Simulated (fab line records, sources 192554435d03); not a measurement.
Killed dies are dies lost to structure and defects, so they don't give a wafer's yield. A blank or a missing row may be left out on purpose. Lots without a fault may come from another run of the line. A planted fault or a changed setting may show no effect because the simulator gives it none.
Which tool did it? | flow n5_finfet | 11 lots, 32 wafers sampled, at 4 steps of a route of 1938

WHAT THE GAUGES READ, wafer by wafer
The record holds no reading of a measuring or inspecting step that can be judged against a usual standard deviation.

WHICH TOOL RAN EACH LOT (tool, then ch and the chambers of the sampled wafers, then the start)
lot  | N5_BEOL_M8_ETCH_66                 | N5_BEOL_M8_ETCH_41                            | N5_BEOL_M8_CVD_78                | N5_BEOL_M9_ILD_DEP_00
L503 | rie_diel-01 ch 1,2,3, day 10 13:22 | rie_diel-01 ch 1,2,3, day 10 14:58 or earlier | cvd_co-01 ch 1,2, day 10 14:58   | pecvd-02 ch 0, day 10 16:07
L504 | rie_diel-06 ch 2,3, day 10 13:32   | rie_diel-06 ch 2,3, day 10 15:05 or earlier   | cvd_co-02 ch 0,1, day 10 15:05   | pecvd-03 ch 0,1, day 10 16:14
L507 | rie_diel-01 ch 1,2, day 11 11:43   | rie_diel-01 ch 1,2, day 11 13:46 or earlier   | cvd_co-01 ch 0,1,2, day 11 13:46 | pecvd-03 ch 0,1,2, day 11 15:10
L506 | rie_diel-06 ch 0,1,2, day 11 20:01 | rie_diel-06 ch 0,1,2, day 11 21:44 or earlier | cvd_co-01 ch 0,1, day 11 21:44   | pecvd-03 ch 0,1,2, day 11 23:34
L509 | rie_diel-04 ch 0,2, day 12 12:02   | rie_diel-04 ch 0,2, day 12 13:49 or earlier   | cvd_co-01 ch 0,1, day 12 13:49   | pecvd-02 ch 1,2, day 12 16:19
L515 | rie_diel-04 ch 0,3, day 15 03:21   | rie_diel-04 ch 0,3, day 15 05:38 or earlier   | cvd_co-02 ch 0,2, day 15 05:38   | pecvd-02 ch 0,1, day 15 06:55
L521 | rie_diel-01 ch 2,3, day 15 10:13   | rie_diel-01 ch 2,3, day 15 11:49 or earlier   | cvd_co-01 ch 0,1,2, day 15 11:49 | pecvd-03 ch 0,1,2, day 15 13:04
L520 | rie_diel-01 ch 1,2, day 15 23:30   | rie_diel-01 ch 1,2, day 16 01:42 or earlier   | cvd_co-01 ch 0,1, day 16 01:42   | pecvd-02 ch 0,1,2, day 16 03:00
L523 | rie_diel-04 ch 0,3, day 16 01:18   | rie_diel-04 ch 0,3, day 16 03:22 or earlier   | cvd_co-01 ch 0,2, day 16 03:22   | pecvd-01 ch 0,2, day 16 04:40
L525 | rie_diel-01 ch 1,2,3, day 16 10:23 | rie_diel-01 ch 1,2,3, day 16 12:10 or earlier | cvd_co-01 ch 1,2, day 16 12:10   | pecvd-01 ch 0,2, day 16 13:25
L526 | rie_diel-01 ch 0,1,3, day 17 13:14 | rie_diel-01 ch 0,1,3, day 17 14:57 or earlier | cvd_co-01 ch 0,2, day 17 14:57   | pecvd-03 ch 0,1,2, day 17 16:06
- N5_BEOL_M8_ETCH_66: etches SOC in N2/H2, target depth 80 nm, overetch 16 nm, time 120 s.
- N5_BEOL_M8_ETCH_41: etches SiCN in CH3F/O2, target depth 31.9 nm, time 57.8 s.
- N5_BEOL_M8_CVD_78: deposits Co from CCTBA/H2, target thk 2 nm, time 142.3 s.
- N5_BEOL_M9_ILD_DEP_00: deposits SiCOH lowk from DEMS/porogen, target thk 308.51 nm, time 58 s.

WHAT THE TOOLS THEMSELVES READ (means of the sampled wafers that have a number; where no wafer has one, the mark that the record gives instead)
N5_BEOL_M8_ETCH_66.
lot  | tool        | drypump_motor_current_A (A) | n2_flow_sccm (sccm) | oes_product_au (a.u.) | rf_vpp_V (V) | showerhead_plenum_p_Torr (Torr) | temp_c (C) | throttle_valve_pct (%)
L503 | rie_diel-01 | 5.5                         | 199.5               | 0.61                  | 525.4        | 2.62                            | 39.97      | 17.66
L504 | rie_diel-06 | 5.4                         | 199.9               | 0.67                  | 522.7        | 2.54                            | 39.92      | 17.51
L507 | rie_diel-01 | 5.7                         | 200.1               | 0.58                  | 526.5        | 2.65                            | 39.92      | 17.69
L506 | rie_diel-06 | 5.5                         | 199.6               | 0.66                  | 524.9        | 2.58                            | 40.03      | 17.41
L509 | rie_diel-04 | 6.0                         | 200.4               | 0.60                  | 524.2        | 2.54                            | 39.95      | 17.67
L515 | rie_diel-04 | 5.7                         | 200.1               | 0.64                  | 525.0        | 2.56                            | 39.98      | 17.34
L521 | rie_diel-01 | 5.4                         | 199.5               | 0.61                  | 525.5        | 2.60                            | 39.90      | 17.58
L520 | rie_diel-01 | 5.5                         | 199.5               | 0.69                  | 526.1        | 2.61                            | 40.10      | 17.58
L523 | rie_diel-04 | 5.7                         | 200.0               | 0.63                  | 524.6        | 2.56                            | 39.88      | 17.36
L525 | rie_diel-01 | 5.5                         | 200.1               | 0.64                  | 525.5        | 2.60                            | 40.09      | 17.59
L526 | rie_diel-01 | 5.5                         | 200.2               | 0.64                  | 525.7        | 2.60                            | 39.96      | 17.52

N5_BEOL_M8_ETCH_41.
lot  | tool        | drypump_motor_current_A (A) | oes_product_au (a.u.) | rf_vpp_V (V) | showerhead_plenum_p_Torr (Torr) | throttle_valve_pct (%)
L503 | rie_diel-01 | 5.5                         | 0.79                  | 299.7        | 2.06                            | 16.20
L504 | rie_diel-06 | 5.4                         | 0.86                  | 298.6        | 1.99                            | 16.00
L507 | rie_diel-01 | 5.7                         | 0.76                  | 299.7        | 2.08                            | 16.17
L506 | rie_diel-06 | 5.5                         | 0.85                  | 296.9        | 2.02                            | 15.97
L509 | rie_diel-04 | 6.0                         | 0.79                  | 297.0        | 2.00                            | 16.16
L515 | rie_diel-04 | 5.7                         | 0.83                  | 298.1        | 2.03                            | 15.92
L521 | rie_diel-01 | 5.5                         | 0.79                  | 297.5        | 2.04                            | 16.10
L520 | rie_diel-01 | 5.5                         | 0.91                  | 298.2        | 2.06                            | 16.09
L523 | rie_diel-04 | 5.7                         | 0.83                  | 297.5        | 2.03                            | 15.96
L525 | rie_diel-01 | 5.5                         | 0.83                  | 298.1        | 2.05                            | 16.11
L526 | rie_diel-01 | 5.5                         | 0.84                  | 298.9        | 2.06                            | 16.11

N5_BEOL_M8_CVD_78.
lot  | tool      | run_length_s (s)
L503 | cvd_co-01 | 165.8
L504 | cvd_co-02 | 164.5
L507 | cvd_co-01 | 105.9
L506 | cvd_co-01 | 135.5
L509 | cvd_co-01 | 76.1
L515 | cvd_co-02 | 165.1
L521 | cvd_co-01 | 165.5
L520 | cvd_co-01 | 165.6
L523 | cvd_co-01 | 165.1
L525 | cvd_co-01 | 165.9
L526 | cvd_co-01 | 164.9

N5_BEOL_M9_ILD_DEP_00.
lot  | tool     | heater_power_w (W) | showerhead_plenum_p_Torr (Torr) | throttle_valve_pct (%)
L503 | pecvd-02 | 369                | 5.757                           | 15.0
L504 | pecvd-03 | 327                | 5.722                           | 13.5
L507 | pecvd-03 | 338                | 5.736                           | 13.4
L506 | pecvd-03 | 341                | 5.731                           | 13.4
L509 | pecvd-02 | 288                | 5.738                           | 13.5
L515 | pecvd-02 | 315                | 5.742                           | 14.4
L521 | pecvd-03 | 350                | 5.722                           | 13.6
L520 | pecvd-02 | 345                | 5.736                           | 14.1
L523 | pecvd-01 | 369                | 5.732                           | 14.0
L525 | pecvd-01 | 389                | 5.726                           | 14.1
L526 | pecvd-03 | 335                | 5.732                           | 13.4

THE ANSWER, worked out from the rows above alone
Rule: what is usual is taken from the lots themselves. Put in order of their means at a reading, lots are off if they are a third of the lots or fewer, leave a main group of 4 or more, and stand apart from it by a gap of 3 or more times the standard deviation of the main group's means; of several such gaps the widest counts. A main group whose means are all the same, to the digits that the tables above print for the reading, isn't used. A lot without any number at a reading at which 4 lots or more have one is off too. The other lots that the step has rows for count as sound. The gauges are gone through in route order, then the tools' own readings, and for those a lot's mean is taken as printed above. The first step at which some lot is off is used, and at that step the reading that is off furthest; a lot without a number counts as furthest.
Off: L507, L506, L509, at N5_BEOL_M8_CVD_78 (run_length_s). The main group: mean 165.3 s, standard deviation 0.45.
A tool fits if, at that step or a process step before it, it ran every lot that is off, and no sound lot after the first of them. N5_BEOL_M8_ETCH_41 gives no start for some lots, so the hours and the order of its lots are those of N5_BEOL_M8_CVD_78. None of those tried fits.

WHAT THE SIMULATOR HAD PUT IN
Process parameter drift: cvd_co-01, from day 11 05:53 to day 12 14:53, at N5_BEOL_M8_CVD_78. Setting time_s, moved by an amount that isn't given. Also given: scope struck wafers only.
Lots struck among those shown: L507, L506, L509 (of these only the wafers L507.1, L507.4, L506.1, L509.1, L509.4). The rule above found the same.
